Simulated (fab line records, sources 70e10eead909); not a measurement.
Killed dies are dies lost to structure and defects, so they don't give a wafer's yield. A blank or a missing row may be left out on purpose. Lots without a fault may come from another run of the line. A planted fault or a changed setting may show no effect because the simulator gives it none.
Chamber matching | flow nand_harc | NHARC_P_GATE_ETCH_104 on rie_diel-06: 4 sister chambers
The step etches the open film in CF4/CHF3, target depth 60 nm. 20 wafers are shown with their chamber, then 10 later ones without.

WAFERS WITH THEIR CHAMBER
wafer  | chamber | drypump_motor_current_A (A) | rf_vpp_V (V) | oes_product_au (a.u.)
L075.3 | 2       | 5.1                         | 367.3        | 0.921
L075.5 | 3       | 6.0                         | 371.4        | 0.931
L075.6 | 2       | 5.1                         | 367.1        | 0.923
L080.1 | 0       | 5.6                         | 369.0        | 0.987
L080.4 | 1       | 5.8                         | 373.3        | 0.978
L080.5 | 1       | 5.8                         | 374.5        | 0.984
L084.3 | 2       | 5.2                         | 367.5        | 0.989
L084.4 | 0       | 5.5                         | 367.7        | 0.975
L084.5 | 0       | 5.6                         | 366.8        | 0.969
L085.1 | 3       | 6.0                         | 372.2        | 0.969
L085.4 | 0       | 5.5                         | 367.6        | 0.988
L085.5 | 2       | 5.1                         | 365.4        | 0.968
L086.2 | 2       | 5.1                         | 366.2        | 0.951
L086.3 | 1       | 5.8                         | 374.0        | 0.986
L086.4 | 0       | 5.5                         | 368.1        | 0.974
L088.3 | 0       | 5.5                         | 369.2        | 0.989
L088.4 | 3       | 6.0                         | 371.9        | 0.974
L088.6 | 0       | 5.5                         | 367.5        | 0.985
L089.4 | 3       | 6.0                         | 372.4        | 0.921
L089.5 | 2       | 5.1                         | 367.8        | 0.930

SIGNATURES (means of the wafers above)
reading                 | chamber 0 | chamber 1 | chamber 2 | chamber 3 | scatter within a chamber
drypump_motor_current_A | 5.529     | 5.800     | 5.117     | 6.000     | 0.0376
rf_vpp_V                | 367.986   | 373.933   | 366.883   | 371.975   | 0.782
oes_product_au          | 0.98100   | 0.98267   | 0.94700   | 0.94875   | 0.0199
Rule: a wafer's distance from a chamber is the root of the sum, over the readings, of the square of ((its reading less the chamber's mean) divided by the reading's scatter). The wafer belongs to the nearest chamber; if the next one is less than 2 further off, it can't be placed. The scatter: the root of (the sum of the squares of (reading less its chamber's mean) over the shown wafers, divided by (wafers less chambers)).

WAFERS WITHOUT THEIR CHAMBER
wafer  | drypump_motor_current_A (A) | rf_vpp_V (V) | oes_product_au (a.u.)
L089.6 | 5.8                         | 372.6        | 0.938
L091.2 | 5.6                         | 368.9        | 0.934
L091.3 | 6.0                         | 372.9        | 0.922
L091.5 | 5.6                         | 367.7        | 0.943
L093.1 | 5.8                         | 372.9        | 0.996
L093.2 | 5.2                         | 366.2        | 0.963
L093.3 | 6.0                         | 370.4        | 0.958
L096.2 | 6.0                         | 371.0        | 0.973
L096.3 | 5.5                         | 367.9        | 0.959
L096.6 | 6.0                         | 371.6        | 0.973

WHICH CHAMBER EACH WENT THROUGH
wafer  | from the rows above | in truth
L089.6 | 1                   | 1
L091.2 | 0                   | 0
L091.3 | 3                   | 3
L091.5 | 0                   | 0
L093.1 | 1                   | 1
L093.2 | 2                   | 2
L093.3 | 3                   | 3
L096.2 | 3                   | 3
L096.3 | 0                   | 0
L096.6 | 3                   | 3
Placed correctly: 10 of 10. Can't be placed from these rows: 0. Placed wrongly: 0.
